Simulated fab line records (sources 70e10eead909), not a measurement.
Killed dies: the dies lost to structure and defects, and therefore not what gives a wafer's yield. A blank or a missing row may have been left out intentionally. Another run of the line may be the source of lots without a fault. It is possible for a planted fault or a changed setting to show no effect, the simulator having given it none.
Which of the tools did it? / flow nandHarc / Sampling: 12 lots, 36 wafers, 6 of 1302 route steps

== WHAT THE GAUGES READ, wafer by wafer ==
NHARC_A_CONTACT_INSPECT_23.
lot=L767; measured=day 22 21:52; on=defectInspect-01; rawDefectCount=409 380 330
lot=L768; measured=day 23 10:18; on=defectInspect-02; rawDefectCount=802 410 565
lot=L770; measured=day 23 12:11; on=defectInspect-02; rawDefectCount=2499 2472 2717
lot=L771; measured=day 23 21:03; on=defectInspect-02; rawDefectCount=2732 2677 2687
lot=L772; measured=day 24 21:00; on=defectInspect-02; rawDefectCount=2756 2700 2641
lot=L780; measured=day 27 11:26; on=defectInspect-02; rawDefectCount=393 448 583
lot=L781; measured=day 28 10:07; on=defectInspect-02; rawDefectCount=410 485 285
lot=L782; measured=day 28 14:35; on=defectInspect-01; rawDefectCount=427 480 418
lot=L783; measured=day 28 22:47; on=defectInspect-02; rawDefectCount=437 406 590
lot=L785; measured=day 30 01:10; on=defectInspect-02; rawDefectCount=686 587 499
lot=L786; measured=day 30 08:47; on=defectInspect-02; rawDefectCount=616 536 527
lot=L787; measured=day 30 15:47; on=defectInspect-02; rawDefectCount=316 460 480

NHARC_END_SORT_01.
lot=L770; measured=day 25 07:27; on=prober-01; killedAtArray=673 673 673; killedAtOther=0 1 2; killedAtPeriphery=4 3 2; killedDies=677 677 677; killedOpen=1 4 4; killedShort=1 2 4
lot=L771; measured=day 25 16:00; on=prober-01; killedAtArray=671 673 672; killedAtOther=0 0 1; killedAtPeriphery=6 4 4; killedDies=677 677 677; killedOpen=3 4 3; killedShort=0 2 1
lot=L772; measured=day 26 18:12; on=prober-02; killedAtArray=673 670 675; killedAtOther=0 0 0; killedAtPeriphery=4 7 2; killedDies=677 677 677; killedOpen=3 9 1; killedShort=5 4 1

== TOOL THAT RAN EACH LOT (tool first, then ch and the chambers of the sampled wafers, then the start) ==
lot=L767; NHARC_A_CONTACT_ETCH_30=rieDiel-01 ch 1,2, day 22 18:11 or earlier; NHARC_A_CONTACT_ETCH_137=harCapEtch-03 ch 0,1, day 22 18:11; NHARC_A_CONTACT_ETCH_139=harCapEtch-03 ch 0,1, day 22 18:43; NHARC_A_CONTACT_CMP_20=cmp-03 ch 0,1, day 22 21:29
lot=L768; NHARC_A_CONTACT_ETCH_30=rieDiel-01 ch 0,1,2, day 23 05:57 or earlier; NHARC_A_CONTACT_ETCH_137=harCapEtch-01 ch 1, day 23 05:57; NHARC_A_CONTACT_ETCH_139=harCapEtch-01 ch 1, day 23 06:29; NHARC_A_CONTACT_CMP_20=cmp-01 ch 2,3, day 23 09:55
lot=L770; NHARC_A_CONTACT_ETCH_30=rieDiel-06 ch 0,1,3, day 23 08:02 or earlier; NHARC_A_CONTACT_ETCH_137=harCapEtch-03 ch 0,1, day 23 08:02; NHARC_A_CONTACT_ETCH_139=harCapEtch-03 ch 0,1, day 23 08:35; NHARC_A_CONTACT_CMP_20=cmp-04 ch 1,2,3, day 23 11:47
lot=L771; NHARC_A_CONTACT_ETCH_30=rieDiel-04 ch 0,1, day 23 17:07 or earlier; NHARC_A_CONTACT_ETCH_137=harCapEtch-02 ch 0,1, day 23 17:07; NHARC_A_CONTACT_ETCH_139=harCapEtch-02 ch 0,1, day 23 17:39; NHARC_A_CONTACT_CMP_20=cmp-03 ch 0,1,2, day 23 20:39
lot=L772; NHARC_A_CONTACT_ETCH_30=rieDiel-04 ch 0,3, day 24 14:32; NHARC_A_CONTACT_ETCH_137=harCapEtch-01 ch 0,1, day 24 16:34; NHARC_A_CONTACT_ETCH_139=harCapEtch-01 ch 0,1, day 24 17:32; NHARC_A_CONTACT_CMP_20=cmp-04 ch 0,1,3, day 24 20:36
lot=L780; NHARC_A_CONTACT_ETCH_30=rieDiel-01 ch 0,3, day 27 07:41 or earlier; NHARC_A_CONTACT_ETCH_137=harCapEtch-01 ch 0,1, day 27 07:41; NHARC_A_CONTACT_ETCH_139=harCapEtch-01 ch 0,1, day 27 08:14; NHARC_A_CONTACT_CMP_20=cmp-03 ch 0,1,3, day 27 11:05
lot=L781; NHARC_A_CONTACT_ETCH_30=rieDiel-01 ch 1,3, day 28 06:21 or earlier; NHARC_A_CONTACT_ETCH_137=harCapEtch-03 ch 1, day 28 06:21; NHARC_A_CONTACT_ETCH_139=harCapEtch-03 ch 1, day 28 06:54; NHARC_A_CONTACT_CMP_20=cmp-03 ch 1,2, day 28 09:44
lot=L782; NHARC_A_CONTACT_ETCH_30=rieDiel-04 ch 0,1,2, day 28 10:44 or earlier; NHARC_A_CONTACT_ETCH_137=harCapEtch-01 ch 0,1, day 28 10:44; NHARC_A_CONTACT_ETCH_139=harCapEtch-01 ch 0,1, day 28 11:17; NHARC_A_CONTACT_CMP_20=cmp-03 ch 0,1,2, day 28 14:12
lot=L783; NHARC_A_CONTACT_ETCH_30=rieDiel-01 ch 0,2, day 28 17:06 or earlier; NHARC_A_CONTACT_ETCH_137=harCapEtch-03 ch 0,1, day 28 17:06; NHARC_A_CONTACT_ETCH_139=harCapEtch-03 ch 0,1, day 28 17:39; NHARC_A_CONTACT_CMP_20=cmp-04 ch 1,2, day 28 22:23
lot=L785; NHARC_A_CONTACT_ETCH_30=rieDiel-04 ch 0,2,3, day 29 21:23 or earlier; NHARC_A_CONTACT_ETCH_137=harCapEtch-02 ch 0,1, day 29 21:23; NHARC_A_CONTACT_ETCH_139=harCapEtch-02 ch 0,1, day 29 21:56; NHARC_A_CONTACT_CMP_20=cmp-03 ch 0,2,3, day 30 00:46
lot=L786; NHARC_A_CONTACT_ETCH_30=rieDiel-01 ch 0,2,3, day 30 05:01 or earlier; NHARC_A_CONTACT_ETCH_137=harCapEtch-01 ch 0,1, day 30 05:01; NHARC_A_CONTACT_ETCH_139=harCapEtch-01 ch 0,1, day 30 05:34; NHARC_A_CONTACT_CMP_20=cmp-01 ch 0,2,3, day 30 08:26
lot=L787; NHARC_A_CONTACT_ETCH_30=rieDiel-06 ch 1,3, day 30 11:58 or earlier; NHARC_A_CONTACT_ETCH_137=harCapEtch-03 ch 0,1, day 30 11:58; NHARC_A_CONTACT_ETCH_139=harCapEtch-03 ch 0,1, day 30 12:31; NHARC_A_CONTACT_CMP_20=cmp-03 ch 1,2, day 30 15:23
- NHARC_A_CONTACT_ETCH_30: etches the open film in CF4/CHF3, target depth 72.6 nm, time 36.3 s.
- NHARC_A_CONTACT_ETCH_137: etches the open film in C4F8/O2/Ar, time 311 s, target depth 1912 nm.
- NHARC_A_CONTACT_ETCH_139: etches the open film in C4F8/O2/Ar, time 195 s, target depth 840 nm.
- NHARC_A_CONTACT_CMP_20: polishes, t overpolish 30 s, target thk 300 nm.

== WHAT THE TOOLS THEMSELVES READ (means of the sampled wafers that have a number; where no wafer has one, the mark that the record gives instead) ==
NHARC_A_CONTACT_ETCH_30.
lot=L767; tool=rieDiel-01; drypumpMotorCurrentA (A)=5.8; oesProductAu (a.u.)=0.962; rfFwdPowerW (W)=492.7; rfVppV (V)=371.0; showerheadPlenumPTorr (Torr)=1.57; throttleValvePct (%)=16.806
lot=L768; tool=rieDiel-01; drypumpMotorCurrentA (A)=5.6; oesProductAu (a.u.)=0.919; rfFwdPowerW (W)=492.1; rfVppV (V)=371.7; showerheadPlenumPTorr (Torr)=1.60; throttleValvePct (%)=16.809
lot=L770; tool=rieDiel-06; drypumpMotorCurrentA (A)=5.4; oesProductAu (a.u.)=0.927; rfFwdPowerW (W)=492.9; rfVppV (V)=370.6; showerheadPlenumPTorr (Torr)=1.59; throttleValvePct (%)=16.804
lot=L771; tool=rieDiel-04; drypumpMotorCurrentA (A)=5.3; oesProductAu (a.u.)=0.951; rfFwdPowerW (W)=492.0; rfVppV (V)=368.2; showerheadPlenumPTorr (Torr)=1.52; throttleValvePct (%)=16.799
lot=L772; tool=rieDiel-04; drypumpMotorCurrentA (A)=5.6; oesProductAu (a.u.)=0.925; rfFwdPowerW (W)=493.2; rfVppV (V)=370.0; showerheadPlenumPTorr (Torr)=1.53; throttleValvePct (%)=16.807
lot=L780; tool=rieDiel-01; drypumpMotorCurrentA (A)=5.6; oesProductAu (a.u.)=0.956; rfFwdPowerW (W)=492.1; rfVppV (V)=373.7; showerheadPlenumPTorr (Torr)=1.66; throttleValvePct (%)=16.809
lot=L781; tool=rieDiel-01; drypumpMotorCurrentA (A)=6.0; oesProductAu (a.u.)=0.912; rfFwdPowerW (W)=493.5; rfVppV (V)=372.0; showerheadPlenumPTorr (Torr)=1.60; throttleValvePct (%)=16.806
lot=L782; tool=rieDiel-04; drypumpMotorCurrentA (A)=5.4; oesProductAu (a.u.)=0.922; rfFwdPowerW (W)=492.7; rfVppV (V)=371.2; showerheadPlenumPTorr (Torr)=1.56; throttleValvePct (%)=16.812
lot=L783; tool=rieDiel-01; drypumpMotorCurrentA (A)=5.4; oesProductAu (a.u.)=0.958; rfFwdPowerW (W)=493.1; rfVppV (V)=372.6; showerheadPlenumPTorr (Torr)=1.62; throttleValvePct (%)=16.816
lot=L785; tool=rieDiel-04; drypumpMotorCurrentA (A)=5.5; oesProductAu (a.u.)=0.920; rfFwdPowerW (W)=492.0; rfVppV (V)=370.3; showerheadPlenumPTorr (Torr)=1.57; throttleValvePct (%)=16.797
lot=L786; tool=rieDiel-01; drypumpMotorCurrentA (A)=5.7; oesProductAu (a.u.)=0.945; rfFwdPowerW (W)=494.5; rfVppV (V)=371.9; showerheadPlenumPTorr (Torr)=1.61; throttleValvePct (%)=16.806
lot=L787; tool=rieDiel-06; drypumpMotorCurrentA (A)=5.5; oesProductAu (a.u.)=0.957; rfFwdPowerW (W)=491.3; rfVppV (V)=372.1; showerheadPlenumPTorr (Torr)=1.64; throttleValvePct (%)=16.801

NHARC_A_CONTACT_CMP_20.
lot=L767; tool=cmp-03; edgeZonePressureFrac=1.005; motorCurrentA (A)=12.3; overpolishRunS (s)=30.005; timeToEndpointS (s)=58
lot=L768; tool=cmp-01; edgeZonePressureFrac=1.002; motorCurrentA (A)=12.0; overpolishRunS (s)=30.008; timeToEndpointS (s)=60
lot=L770; tool=cmp-04; edgeZonePressureFrac=-; motorCurrentA (A)=-; overpolishRunS (s)=-; timeToEndpointS (s)=-
lot=L771; tool=cmp-03; edgeZonePressureFrac=-; motorCurrentA (A)=-; overpolishRunS (s)=-; timeToEndpointS (s)=-
lot=L772; tool=cmp-04; edgeZonePressureFrac=-; motorCurrentA (A)=-; overpolishRunS (s)=-; timeToEndpointS (s)=-
lot=L780; tool=cmp-03; edgeZonePressureFrac=0.999; motorCurrentA (A)=12.4; overpolishRunS (s)=29.998; timeToEndpointS (s)=59
lot=L781; tool=cmp-03; edgeZonePressureFrac=0.997; motorCurrentA (A)=11.5; overpolishRunS (s)=30.003; timeToEndpointS (s)=56
lot=L782; tool=cmp-03; edgeZonePressureFrac=1.000; motorCurrentA (A)=12.5; overpolishRunS (s)=29.996; timeToEndpointS (s)=58
lot=L783; tool=cmp-04; edgeZonePressureFrac=0.994; motorCurrentA (A)=14.2; overpolishRunS (s)=30.002; timeToEndpointS (s)=61
lot=L785; tool=cmp-03; edgeZonePressureFrac=1.003; motorCurrentA (A)=11.9; overpolishRunS (s)=30.000; timeToEndpointS (s)=59
lot=L786; tool=cmp-01; edgeZonePressureFrac=0.993; motorCurrentA (A)=11.6; overpolishRunS (s)=29.996; timeToEndpointS (s)=60
lot=L787; tool=cmp-03; edgeZonePressureFrac=1.000; motorCurrentA (A)=11.1; overpolishRunS (s)=30.004; timeToEndpointS (s)=56

== THE ANSWER, worked out from the rows above alone ==
Rule: the lots themselves supply what counts as usual. Put in order of their means at a reading, lots are off if they are a third of the lots or fewer, leave a main group of 4 or more, and stand apart from it by a gap of 3 or more times the standard deviation of the main group's means; of several such gaps the widest counts. A main group whose means are all the same, to the digits that the tables above print for the reading, isn't used. A lot without any number at a reading at which 4 lots or more have one is off too. The other lots that the step has rows for count as sound. Order of review: gauges by route order, followed by the tools' own readings, for which a lot's mean as printed above is used. At the first step where some lot is off, the reading lying furthest off is the one used; lots without a number count as furthest.
Off: L770, L771, L772 (NHARC_A_CONTACT_INSPECT_23, rawDefectCount). The main group has a mean of 480 with a standard deviation of 78.
If a tool, at a process step before that reading, ran all the lots that are off and no sound lot after the first of them, it fits. Not tried: the gauges at NHARC_A_CONTACT_INSPECT_23; whatever is off there is also off at NHARC_A_CONTACT_CMP_20, on other tools, and gauge error can't account for it. NHARC_A_CONTACT_ETCH_30: start missing for some lots; hours and lot order therefore follow NHARC_A_CONTACT_ETCH_137. No candidate that was tried fits.

== WHAT THE SIMULATOR HAD PUT IN ==
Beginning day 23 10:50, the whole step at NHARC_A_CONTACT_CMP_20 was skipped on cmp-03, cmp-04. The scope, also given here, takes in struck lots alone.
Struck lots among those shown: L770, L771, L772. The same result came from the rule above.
